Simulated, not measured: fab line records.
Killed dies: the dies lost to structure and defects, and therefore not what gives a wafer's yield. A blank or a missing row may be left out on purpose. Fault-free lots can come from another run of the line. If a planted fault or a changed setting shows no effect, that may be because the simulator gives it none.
fab line records	flow n5-finfet
[record] lots = 24	wafers = 72	last-day = 20
route steps=1938 shown BEOL_M4@1100 BEOL_M5@1129
lots untouched by any fault: they come from a run of this same line in which no faults occurred
start-h: start of the lot's first displayed wafer, in hours after the record's first day	wait-h: hours since the lot's step before	" unchanged from the row above	L1.1+2: a single row standing in for several wafers	- no value, or no start was given	* or withheld: withheld	< > ~ a bound
route shown NAME@n: names a module that has steps shown in the file, with the first one's number in the route	usual: average and standard deviation across the fault-free wafers	same: alike in all rows	chamber/n: place in a boat	sites: per-site readings	_std_site: their standard deviation	_edge_site: outer sites' mean less inner sites'	radius-mm: how far each site lies from the wafer's centre	mask NAME#n: copy n	behind: tool/chamber where the wafer was last shaped	hold: what put the lot on hold/how long, in hours/how the hold closed	device: transistor that didn't switch, given as n, p or np	end of line: at the end of the route, the tests of the same wafers	for a step that has no rows: nothing shown but its recipe	killed: dies lost to structure and defects at the first sort, not the wafer's yield	map: the dies of a wafer, with x for killed, . for not killed, _ for no die there
set.NAME: the setting as run; set.NAME@STEP: as run at that earlier step	model.NAME: the simulator's own value behind a step, which no gauge read
route steps across a sampled set of lots; one table per step, one row per wafer
services: the hour from which a tool's chamber was out of use, counted from the record's first day as start-h (under 0 if before that day), plus the number of hours and why
[[steps]]
[step N5_BEOL_M4_SPUTTER_96]
[recipe] material = Cu	target-thk-a = 45	temp-c = -20	chamber-pressure-pa = 0.07	power-w = withheld	time-s = 8.29
[usual] throttle-valve-pct = 29.7/1.1
lot.wafer	tool	chamber	start-h	wait-h	throttle-valve-pct
L074.2	pvd-sputter-03	-	182.37	0.1	28.8
L074.5	"	-	"	"	28.2
L074.6	"	-	"	"	30.6
L075.2	pvd-sputter-02	-	224.85	0.1	30.1
L075.3	"	-	"	"	31.2
L075.4	"	-	"	"	30.1
L077.1	pvd-sputter-02	-	234.07	0.1	29.9
L077.2	"	-	"	"	31.5
L077.5	"	-	"	"	29.8
L078.1	pvd-sputter-02	-	240.54	0.1	30.2
L078.3	"	-	"	"	31.0
L078.5	"	-	"	"	30.2
L076.1	pvd-sputter-01	-	241.15	0.1	29.7
L076.2	"	-	"	"	28.9
L076.4	"	-	"	"	28.4
L079.3	pvd-sputter-01	-	250.00	0.1	28.3
L079.5	"	-	"	"	29.8
L079.6	"	-	"	"	31.1
L081.1	pvd-sputter-01	-	253.72	0.1	29.9
L081.3	"	-	"	"	28.8
L081.6	"	-	"	"	28.8
L080.3	pvd-sputter-01	-	255.90	0.1	28.8
L080.5	"	-	"	"	31.2
L080.6	"	-	"	"	29.0
L082.1	pvd-sputter-03	-	256.07	0.1	29.3
L082.3	"	-	"	"	27.8
L082.4	"	-	"	"	30.8
L083.1	pvd-sputter-01	-	264.09	0.1	29.9
L083.4	"	-	"	"	30.8
L083.6	"	-	"	"	30.0
L084.1	pvd-sputter-03	-	264.68	0.1	29.3
L084.2	"	-	"	"	30.7
L084.4	"	-	"	"	27.8
L085.2	pvd-sputter-01	-	286.39	0.1	29.3
L085.3	"	-	"	"	29.8
L085.6	"	-	"	"	29.7
L086.1	pvd-sputter-02	-	288.93	0.1	28.9
L086.4	"	-	"	"	30.0
L086.6	"	-	"	"	31.1
L087.2	pvd-sputter-01	-	289.37	0.1	30.9
L087.3	"	-	"	"	28.5
L087.5	"	-	"	"	28.6
L088.2	pvd-sputter-03	-	289.57	0.1	28.0
L088.4	"	-	"	"	28.8
L088.5	"	-	"	"	27.9
L089.2	pvd-sputter-01	-	311.18	0.1	28.9
L089.4	"	-	"	"	29.8
L089.5	"	-	"	"	29.6
L090.1	pvd-sputter-01	-	319.17	0.1	31.3
L090.4	"	-	"	"	29.9
L090.5	"	-	"	"	30.1
L092.1	pvd-sputter-01	-	322.62	0.1	28.7
L092.2	"	-	"	"	29.9
L092.5	"	-	"	"	31.1
L093.1	pvd-sputter-02	-	323.05	0.1	28.9
L093.3	"	-	"	"	31.2
L093.5	"	-	"	"	31.0
L091.1	pvd-sputter-01	-	324.46	0.1	31.3
L091.4	"	-	"	"	29.8
L091.6	"	-	"	"	30.9
L096.1	pvd-sputter-02	-	356.76	0.1	31.5
L096.2	"	-	"	"	28.7
L096.3	"	-	"	"	29.7
L095.1	pvd-sputter-02	-	360.42	0.1	30.2
L095.2	"	-	"	"	29.8
L095.4	"	-	"	"	28.5
L094.1	pvd-sputter-01	-	363.42	0.1	28.4
L094.4	"	-	"	"	29.9
L094.5	"	-	"	"	28.7
L097.4	pvd-sputter-02	-	366.30	0.1	30.3
L097.5	"	-	"	"	31.2
L097.6	"	-	"	"	30.2
[step N5_BEOL_M4_CO_CAP_55]
[recipe] material = Co	target-thk-a = 20	temp-c = 200	precursor = CCTBA/H2	pressure-torr = 30	time-s = 102.1
[usual] heater-power-w = 236/21
lot.wafer	tool	chamber	start-h	wait-h	heater-power-w
L074.2	cvd-co-02	0	183.26	0.0	231
L074.5	"	1	"	"	279
L074.6	"	2	"	"	199
L075.2	cvd-co-01	2	227.39	0.0	234
L075.3	"	1	"	"	248
L075.4	"	0	"	"	223
L077.1	cvd-co-01	0	234.94	0.0	229
L077.2	"	1	"	"	241
L077.5	"	0	"	"	227
L078.1	cvd-co-01	2	241.42	0.0	240
L078.3	"	1	"	"	244
L078.5	"	2	"	"	229
L076.1	cvd-co-01	0	242.01	0.0	227
L076.2	"	2	"	"	235
L076.4	"	1	"	"	242
L079.3	cvd-co-01	0	250.86	0.0	222
L079.5	"	2	"	"	231
L079.6	"	0	"	"	230
L081.1	cvd-co-02	0	254.60	0.0	230
L081.3	"	1	"	"	278
L081.6	"	1	"	"	282
L080.3	cvd-co-01	1	256.76	0.0	245
L080.5	"	1	"	"	238
L080.6	"	2	"	"	235
L082.1	cvd-co-01	2	257.10	0.0	237
L082.3	"	1	"	"	245
L082.4	"	0	"	"	216
L083.1	cvd-co-01	0	265.07	0.0	221
L083.4	"	0	"	"	222
L083.6	"	2	"	"	234
L084.1	cvd-co-01	0	265.75	0.0	227
L084.2	"	1	"	"	248
L084.4	"	0	"	"	224
L085.2	cvd-co-02	2	287.37	0.0	207
L085.3	"	1	"	"	276
L085.6	"	2	"	"	206
L086.1	cvd-co-02	2	289.80	0.0	205
L086.4	"	0	"	"	227
L086.6	"	1	"	"	272
L087.2	cvd-co-02	0	290.23	0.0	232
L087.3	"	1	"	"	272
L087.5	"	0	"	"	230
L088.2	cvd-co-02	2	290.56	0.0	209
L088.4	"	0	"	"	239
L088.5	"	1	"	"	283
L089.2	cvd-co-02	0	312.05	0.0	230
L089.4	"	1	"	"	268
L089.5	"	2	"	"	200
L090.1	cvd-co-02	2	320.05	0.0	208
L090.4	"	1	"	"	273
L090.5	"	0	"	"	230
L092.1	cvd-co-01	0	323.50	0.0	225
L092.2	"	1	"	"	247
L092.5	"	2	"	"	234
L093.1	cvd-co-02	0	323.92	0.0	234
L093.3	"	1	"	"	274
L093.5	"	2	"	"	212
L091.1	cvd-co-02	1	325.45	0.0	275
L091.4	"	2	"	"	207
L091.6	"	0	"	"	232
L096.1	cvd-co-02	2	357.64	0.0	212
L096.2	"	1	"	"	263
L096.3	"	0	"	"	231
L095.1	cvd-co-01	0	361.30	0.0	222
L095.2	"	1	"	"	244
L095.4	"	2	"	"	235
L094.1	cvd-co-01	1	364.30	0.0	246
L094.4	"	1	"	"	245
L094.5	"	2	"	"	238
L097.4	cvd-co-02	2	367.20	0.0	200
L097.5	"	0	"	"	233
L097.6	"	1	"	"	269
[step N5_BEOL_M5_DESCUM_16]
[recipe] chemistry = O2	time-s = 7	source-power-w = 50	bias-power-w = 20	pressure-mtorr = 20	rf-frequency-hz = 2.712e+07	temp-c = 40	resist = CAR-EUV	o2-flow-sccm = 225
[usual] drypump-motor-current-A = 5.8/0.43	oes-product-au = 0.80/0.092	rf-vpp-V = 242.7/1.2	showerhead-plenum-p-Torr = 2.07/0.055	throttle-valve-pct = 20.48/0.19
lot.wafer	tool	chamber	start-h	wait-h	drypump-motor-current-A	oes-product-au	rf-hours-counter-h	rf-vpp-V	showerhead-plenum-p-Torr	throttle-valve-pct
L074.2	rie-diel-02	1	212.45	0.5	5.6	0.75	161	241.7	2.01	20.72
L074.5	"	2	"	"	6.0	0.86	-	242.8	2.04	20.47
L074.6	"	1	"	"	5.6	0.75	-	242.4	2.01	20.69
L075.2	rie-diel-05	0	230.53	0.0	5.8	0.68	220	241.7	2.08	20.34
L075.3	"	0	"	"	5.8	0.69	-	245.0	2.08	20.33
L075.4	"	2	"	"	6.2	0.93	-	240.8	2.05	20.37
L077.1	rie-diel-05	3	238.70	0.0	6.4	0.76	156	243.1	2.08	20.70
L077.2	"	1	"	"	5.4	0.90	43	242.4	2.13	20.20
L077.5	"	3	"	"	6.4	0.76	-	241.2	2.08	20.70
L078.1	rie-diel-05	3	245.21	0.0	6.4	0.75	158	242.9	2.08	20.69
L078.3	"	0	"	"	5.8	0.68	222	243.1	2.08	20.31
L078.5	"	1	"	"	5.4	0.89	-	243.2	2.13	20.22
L076.1	rie-diel-03	3	245.29	0.0	5.5	0.70	191	245.1	2.17	20.60
L076.2	"	2	"	"	5.7	0.69	220	240.8	1.99	20.55
L076.4	"	1	"	"	5.8	0.71	198	243.2	2.07	20.76
L079.3	rie-diel-02	1	253.86	0.3	5.6	0.74	172	242.1	2.00	20.70
L079.5	"	0	"	"	4.8	0.96	-	243.9	2.15	20.41
L079.6	"	1	"	"	5.6	0.75	-	240.9	2.00	20.72
L081.1	rie-diel-02	0	257.10	0.0	4.8	0.96	14	244.0	2.15	20.41
L081.3	"	2	"	"	6.1	0.85	78	242.0	2.04	20.50
L081.6	"	3	"	"	5.9	0.72	-	240.5	2.00	20.44
L082.1	rie-diel-05	0	261.55	0.1	5.8	0.68	227	242.1	2.07	20.31
L082.3	"	2	"	"	6.2	0.92	25	242.2	2.04	20.38
L082.4	"	3	"	"	6.4	0.74	163	242.6	2.08	20.71
L080.3	rie-diel-03	3	261.74	0.1	5.5	0.70	194	244.3	2.17	20.61
L080.5	"	0	"	"	5.9	0.78	-	243.3	2.18	20.41
L080.6	"	3	"	"	5.5	0.70	-	245.4	2.17	20.60
L083.1	rie-diel-02	0	267.92	0.0	4.8	0.95	17	245.0	2.15	20.44
L083.4	"	1	"	"	5.6	0.74	176	241.3	2.00	20.74
L083.6	"	2	"	"	6.0	0.85	-	242.3	2.03	20.48
L084.1	rie-diel-03	1	268.61	0.4	5.7	0.71	206	243.2	2.07	20.77
L084.2	"	0	"	"	6.0	0.79	116	244.3	2.18	20.40
L084.4	"	3	"	"	5.5	0.69	196	241.9	2.17	20.62
L085.2	rie-diel-02	2	291.14	0.4	6.1	0.83	88	240.6	2.03	20.50
L085.3	"	3	"	"	5.9	0.70	203	240.0	2.00	20.42
L085.6	"	3	"	"	5.9	0.71	-	243.2	2.00	20.43
L086.1	rie-diel-05	1	292.17	0.0	5.3	0.87	62	245.2	2.13	20.24
L086.4	"	0	"	"	5.8	0.67	238	243.7	2.07	20.36
L086.6	"	0	"	"	5.8	0.67	-	242.8	2.07	20.36
L087.2	rie-diel-02	0	292.61	0.0	4.8	0.93	25	243.7	2.14	20.44
L087.3	"	3	"	"	5.9	0.71	204	242.6	2.00	20.43
L087.5	"	0	"	"	4.8	0.92	-	243.3	2.14	20.43
L088.2	rie-diel-05	2	293.23	0.0	6.2	0.90	32	242.7	2.04	20.39
L088.4	"	1	"	"	5.3	0.86	63	243.8	2.13	20.24
L088.5	"	0	"	"	5.8	0.67	-	242.9	2.07	20.34
L089.2	rie-diel-03	3	315.01	0.1	5.5	0.69	213	243.9	2.16	20.66
L089.4	"	2	"	"	5.7	0.66	-	241.4	1.98	20.60
L089.5	"	3	"	"	5.5	0.68	-	242.7	2.16	20.65
L090.1	rie-diel-05	1	324.02	0.2	5.3	0.85	76	243.6	2.12	20.25
L090.4	"	3	"	"	6.3	0.73	-	243.9	2.07	20.73
L090.5	"	2	"	"	6.2	0.87	-	240.5	2.04	20.42
L092.1	rie-diel-05	3	327.24	0.0	6.4	0.74	186	244.4	2.07	20.76
L092.2	"	2	"	"	6.2	0.88	45	241.8	2.04	20.41
L092.5	"	2	"	"	6.2	0.88	-	242.0	2.04	20.41
L093.1	rie-diel-05	3	327.65	0.2	6.4	0.73	187	243.4	2.07	20.75
L093.3	"	1	"	"	5.3	0.84	77	242.0	2.12	20.26
L093.5	"	2	"	"	6.2	0.88	-	243.1	2.04	20.42
L091.1	rie-diel-02	3	332.63	2.2	5.9	0.69	220	241.2	1.99	20.45
L091.4	"	2	"	"	6.1	0.82	103	241.3	2.03	20.49
L091.6	"	0	"	"	4.8	0.91	-	242.6	2.14	20.46
L096.1	rie-diel-05	3	361.40	0.0	6.4	0.71	205	242.8	2.07	20.76
L096.2	"	0	"	"	5.8	0.95	6	244.2	2.06	20.04
L096.3	"	1	"	"	5.4	0.83	95	243.5	2.12	20.29
L095.1	rie-diel-05	1	364.18	0.0	5.3	0.83	96	244.2	2.12	20.28
L095.2	"	3	"	"	6.4	0.72	206	240.5	2.07	20.78
L095.4	"	2	"	"	6.2	0.86	64	243.1	2.03	20.44
L094.1	rie-diel-05	0	369.22	0.3	5.8	0.94	8	242.8	2.06	20.04
L094.4	"	1	"	"	5.3	0.81	98	243.7	2.12	20.28
L094.5	"	3	"	"	6.4	0.71	-	243.9	2.06	20.77
L097.4	rie-diel-05	0	369.94	0.1	5.8	0.95	8	241.6	2.06	20.05
L097.5	"	1	"	"	5.3	0.82	-	243.5	2.12	20.27
L097.6	"	0	"	"	5.8	0.96	-	242.4	2.06	20.03
[step N5_BEOL_M5_ALD_86]
[recipe] material = TaN	target-thk-a = *	temp-c = 275	ald-precursor-family = PDMAT	ald-co-reactant = NH3	pressure-torr = 3	carrier-flow-sccm = 1500	pulse-time-s = 2	purge-time-s = 3	co-reactant-purge-time-s = 2	co-reactant-pulse-time-s = 3	ald-cycles = 30	precursor-vessel-temp-c = 75	precursor-vessel-pressure-torr = 26.25	precursor-vessel-carrier-sccm = 1000
[usual] heater-power-w = 415/41	precursor-vessel-pressure-torr = 26.25/0.054
[same] purge-time-s = 3
lot.wafer	tool	chamber	start-h	wait-h	heater-power-w	precursor-vessel-pressure-torr
L074.2	ald-metal-04	3	216.37	0.0	434	26.19
L074.5	"	3	"	"	428	26.24
L074.6	"	0	"	"	363	26.25
L075.2	ald-metal-04	3	232.70	0.0	432	26.22
L075.3	"	0	"	"	365	26.29
L075.4	"	2	"	"	375	26.20
L077.1	ald-metal-03	3	241.33	0.0	407	26.24
L077.2	"	1	"	"	359	26.25
L077.5	"	3	"	"	408	26.31
L078.1	ald-metal-03	0	247.61	0.0	419	26.31
L078.3	"	3	"	"	413	26.24
L078.5	"	3	"	"	394	26.23
L076.1	ald-metal-04	0	247.64	0.1	368	26.20
L076.2	"	2	"	"	368	26.30
L076.4	"	1	"	"	433	26.21
L079.3	ald-metal-04	2	256.60	0.1	370	26.25
L079.5	"	2	"	"	377	26.24
L079.6	"	1	"	"	447	26.27
L081.1	ald-metal-02	2	261.31	0.1	514	26.22
L081.3	"	0	"	"	425	26.25
L081.6	"	3	"	"	428	26.37
L082.1	ald-metal-03	2	265.36	0.0	394	26.23
L082.3	"	0	"	"	430	26.13
L082.4	"	1	"	"	355	26.25
L080.3	ald-metal-03	2	265.86	0.3	395	26.23
L080.5	"	2	"	"	397	26.17
L080.6	"	1	"	"	351	26.15
L083.1	ald-metal-04	3	270.38	0.0	428	26.25
L083.4	"	0	"	"	377	26.24
L083.6	"	3	"	"	434	26.20
L084.1	ald-metal-03	3	271.34	0.2	409	26.25
L084.2	"	0	"	"	423	26.21
L084.4	"	2	"	"	391	26.26
L085.2	ald-metal-02	1	293.35	0.1	484	26.27
L085.3	"	3	"	"	429	26.17
L085.6	"	0	"	"	437	26.29
L086.1	ald-metal-02	2	297.33	0.1	515	26.33
L086.4	"	0	"	"	422	26.34
L086.6	"	3	"	"	430	26.21
L087.2	ald-metal-03	3	297.36	0.0	406	26.22
L087.3	"	1	"	"	351	26.24
L087.5	"	2	"	"	399	26.24
L088.2	ald-metal-04	3	297.40	0.0	428	26.23
L088.4	"	1	"	"	449	26.34
L088.5	"	0	"	"	370	26.33
L089.2	ald-metal-03	2	317.77	0.1	393	26.30
L089.4	"	1	"	"	347	26.36
L089.5	"	3	"	"	405	26.26
L090.1	ald-metal-02	1	329.65	0.0	494	26.30
L090.4	"	3	"	"	437	26.20
L090.5	"	0	"	"	434	26.25
L093.1	ald-metal-02	1	331.66	0.0	496	26.25
L093.3	"	0	"	"	424	26.30
L093.5	"	3	"	"	420	26.36
L092.1	ald-metal-03	0	331.84	0.1	434	26.27
L092.2	"	2	"	"	390	26.22
L092.5	"	1	"	"	352	26.11
L091.1	ald-metal-03	2	339.36	0.0	398	26.19
L091.4	"	0	"	"	428	26.26
L091.6	"	2	"	"	396	26.24
L096.1	ald-metal-02	2	363.80	0.2	502	26.25
L096.2	"	1	"	"	490	26.22
L096.3	"	0	"	"	431	26.23
L095.1	ald-metal-04	2	369.13	0.0	375	26.26
L095.2	"	3	"	"	436	26.33
L095.4	"	1	"	"	436	26.20
L094.1	ald-metal-04	0	373.66	0.2	372	26.25
L094.4	"	2	"	"	374	26.17
L094.5	"	2	"	"	373	26.20
L097.4	ald-metal-03	2	373.82	0.1	390	26.23
L097.5	"	0	"	"	436	26.30
L097.6	"	3	"	"	408	26.25
[step N5_BEOL_M5_SPUTTER_81]
[recipe] material = Cu	target-thk-a = 150	temp-c = -20	chamber-pressure-pa = 0.07	power-w = withheld	time-s = 27.62
[usual] throttle-valve-pct = 29.6/1.1
lot.wafer	tool	chamber	start-h	wait-h	throttle-valve-pct
L074.2	pvd-sputter-03	-	218.02	0.5	28.8
L074.5	"	-	"	"	30.5
L074.6	"	-	"	"	29.4
L075.2	pvd-sputter-03	-	234.23	0.5	28.9
L075.3	"	-	"	"	28.0
L075.4	"	-	"	"	29.2
L077.1	pvd-sputter-01	-	242.93	0.5	31.1
L077.2	"	-	"	"	28.8
L077.5	"	-	"	"	29.6
L078.1	pvd-sputter-03	-	249.15	0.5	29.1
L078.3	"	-	"	"	27.8
L078.5	"	-	"	"	27.7
L076.1	pvd-sputter-02	-	249.20	0.5	30.1
L076.2	"	-	"	"	31.3
L076.4	"	-	"	"	28.8
L079.3	pvd-sputter-02	-	258.17	0.5	29.8
L079.5	"	-	"	"	28.4
L079.6	"	-	"	"	31.4
L081.1	pvd-sputter-02	-	263.17	0.5	31.2
L081.3	"	-	"	"	29.7
L081.6	"	-	"	"	29.8
L082.1	pvd-sputter-03	-	267.31	0.5	29.0
L082.3	"	-	"	"	29.3
L082.4	"	-	"	"	28.1
L080.3	pvd-sputter-02	-	267.76	0.5	28.8
L080.5	"	-	"	"	28.7
L080.6	"	-	"	"	31.3
L083.1	pvd-sputter-01	-	272.10	0.5	28.6
L083.4	"	-	"	"	28.5
L083.6	"	-	"	"	31.1
L084.1	pvd-sputter-02	-	272.91	0.5	28.8
L084.2	"	-	"	"	30.3
L084.4	"	-	"	"	30.0
L085.2	pvd-sputter-02	-	295.21	0.5	30.2
L085.3	"	-	"	"	28.7
L085.6	"	-	"	"	30.3
L086.1	pvd-sputter-01	-	299.04	0.5	31.0
L086.4	"	-	"	"	28.9
L086.6	"	-	"	"	31.3
L087.2	pvd-sputter-03	-	299.22	0.5	29.4
L087.3	"	-	"	"	29.1
L087.5	"	-	"	"	27.8
L088.2	pvd-sputter-02	-	299.64	0.5	28.6
L088.4	"	-	"	"	30.2
L088.5	"	-	"	"	28.7
L089.2	pvd-sputter-03	-	319.38	0.5	29.1
L089.4	"	-	"	"	29.0
L089.5	"	-	"	"	27.9
L090.1	pvd-sputter-02	-	331.21	0.5	31.6
L090.4	"	-	"	"	30.5
L090.5	"	-	"	"	28.7
L093.1	pvd-sputter-01	-	333.51	0.5	31.1
L093.3	"	-	"	"	29.0
L093.5	"	-	"	"	30.2
L092.1	pvd-sputter-03	-	333.53	0.5	27.8
L092.2	"	-	"	"	29.2
L092.5	"	-	"	"	28.0
L091.1	pvd-sputter-02	-	341.06	0.5	31.3
L091.4	"	-	"	"	28.8
L091.6	"	-	"	"	28.7
L096.1	pvd-sputter-03	-	365.51	0.5	28.8
L096.2	"	-	"	"	27.8
L096.3	"	-	"	"	29.4
L095.1	pvd-sputter-03	-	370.92	0.5	29.4
L095.2	"	-	"	"	30.8
L095.4	"	-	"	"	28.9
L094.1	pvd-sputter-02	-	375.59	0.5	29.8
L094.4	"	-	"	"	31.6
L094.5	"	-	"	"	30.3
L097.4	pvd-sputter-03	-	375.67	0.5	29.0
L097.5	"	-	"	"	30.9
L097.6	"	-	"	"	28.1
[step N5_BEOL_M5_ANNEAL_51]
[recipe] temp-c = 225	time-s = 90	ambient = N2
[usual] wafer_temp_C_max = 225.7/0.31
lot.wafer	tool	chamber	start-h	wait-h	wafer_temp_C_max
L074.2	rtp-anneal-02	0	221.53	0.1	226.1
L074.5	"	0	"	"	226.1
L074.6	"	0	"	"	225.9
L075.2	rtp-anneal-01	0	237.74	0.1	225.2
L075.3	"	0	"	"	225.2
L075.4	"	0	"	"	225.5
L077.1	rtp-anneal-01	0	246.40	0.1	225.6
L077.2	"	0	"	"	225.7
L077.5	"	0	"	"	225.3
L078.1	rtp-anneal-01	0	252.62	0.1	225.6
L078.3	"	0	"	"	225.2
L078.5	"	0	"	"	225.2
L076.1	rtp-anneal-02	0	252.67	0.1	226.0
L076.2	"	0	"	"	225.7
L076.4	"	0	"	"	225.9
L079.3	rtp-anneal-01	0	261.84	0.3	225.6
L079.5	"	0	"	"	225.4
L079.6	"	0	"	"	225.2
L081.1	rtp-anneal-02	0	267.01	0.4	225.9
L081.3	"	0	"	"	226.1
L081.6	"	0	"	"	226.0
L082.1	rtp-anneal-01	0	270.84	0.1	225.6
L082.3	"	0	"	"	225.6
L082.4	"	0	"	"	225.6
L080.3	rtp-anneal-01	0	271.31	0.1	225.7
L080.5	"	0	"	"	225.5
L080.6	"	0	"	"	225.5
L083.1	rtp-anneal-01	0	275.57	0.1	225.4
L083.4	"	0	"	"	225.4
L083.6	"	0	"	"	225.7
L084.1	rtp-anneal-01	0	276.40	0.1	225.6
L084.2	"	0	"	"	225.7
L084.4	"	0	"	"	226.0
L085.2	rtp-anneal-02	0	298.72	0.1	225.9
L085.3	"	0	"	"	226.5
L085.6	"	0	"	"	226.2
L086.1	rtp-anneal-01	0	302.51	0.1	225.5
L086.4	"	0	"	"	225.5
L086.6	"	0	"	"	225.1
L087.2	rtp-anneal-02	0	302.73	0.1	225.8
L087.3	"	0	"	"	226.1
L087.5	"	0	"	"	225.8
L088.2	rtp-anneal-01	0	303.15	0.1	225.5
L088.4	"	0	"	"	225.4
L088.5	"	0	"	"	225.4
L089.2	rtp-anneal-01	0	322.89	0.1	225.4
L089.4	"	0	"	"	225.6
L089.5	"	0	"	"	225.2
L090.1	rtp-anneal-01	0	334.68	0.1	225.4
L090.4	"	0	"	"	225.6
L090.5	"	0	"	"	225.7
L093.1	rtp-anneal-01	0	337.06	0.2	225.4
L093.3	"	0	"	"	225.3
L093.5	"	0	"	"	225.5
L092.1	rtp-anneal-02	0	337.18	0.3	225.9
L092.2	"	0	"	"	226.1
L092.5	"	0	"	"	226.0
L091.1	rtp-anneal-02	0	345.26	0.8	225.8
L091.4	"	0	"	"	226.0
L091.6	"	0	"	"	225.7
L096.1	rtp-anneal-02	0	368.98	0.1	225.8
L096.2	"	0	"	"	225.6
L096.3	"	0	"	"	226.2
L095.1	rtp-anneal-02	0	374.74	0.4	226.1
L095.2	"	0	"	"	225.9
L095.4	"	0	"	"	225.5
L094.1	rtp-anneal-02	0	379.05	0.1	225.8
L094.4	"	0	"	"	225.6
L094.5	"	0	"	"	225.8
L097.4	rtp-anneal-02	0	379.46	0.4	226.4
L097.5	"	0	"	"	226.3
L097.6	"	0	"	"	226.0
[[services]]
tool	chamber	start-h	hours	kind
pvd-sputter-03	-	188.94	5.9	repair
rie-diel-05	3	189.24	1.3	repair
cvd-co-01	-	195.89	6.0	pm
cvd-co-02	-	201.89	2.8	pm
pvd-sputter-02	-	202.44	2.8	repair
rie-diel-05	-	207.38	2.6	repair
pvd-sputter-03	-	211.08	3.7	repair
rie-diel-05	1	213.83	14.7	repair
rie-diel-05	-	217.62	0.7	repair
ald-metal-03	1	220.55	14.1	repair
cvd-co-02	2	223.43	4.4	repair
ald-metal-03	-	224.35	0.4	repair
rie-diel-05	3	227.96	6.0	repair
ald-metal-03	3	228.52	4.3	repair
rie-diel-05	1	229.85	2.6	repair
rie-diel-05	0	249.90	1.2	repair
cvd-co-01	-	266.85	28.1	pm
ald-metal-03	0	272.87	29.1	repair
rie-diel-05	2	281.14	7.1	repair
rie-diel-05	3	315.21	3.1	repair
rie-diel-05	-	329.22	0.3	repair
cvd-co-02	-	340.26	0.7	repair
ald-metal-03	-	376.54	3.2	repair
rtp-anneal-01	-	377.49	4.6	pm
[[key]]
fault none
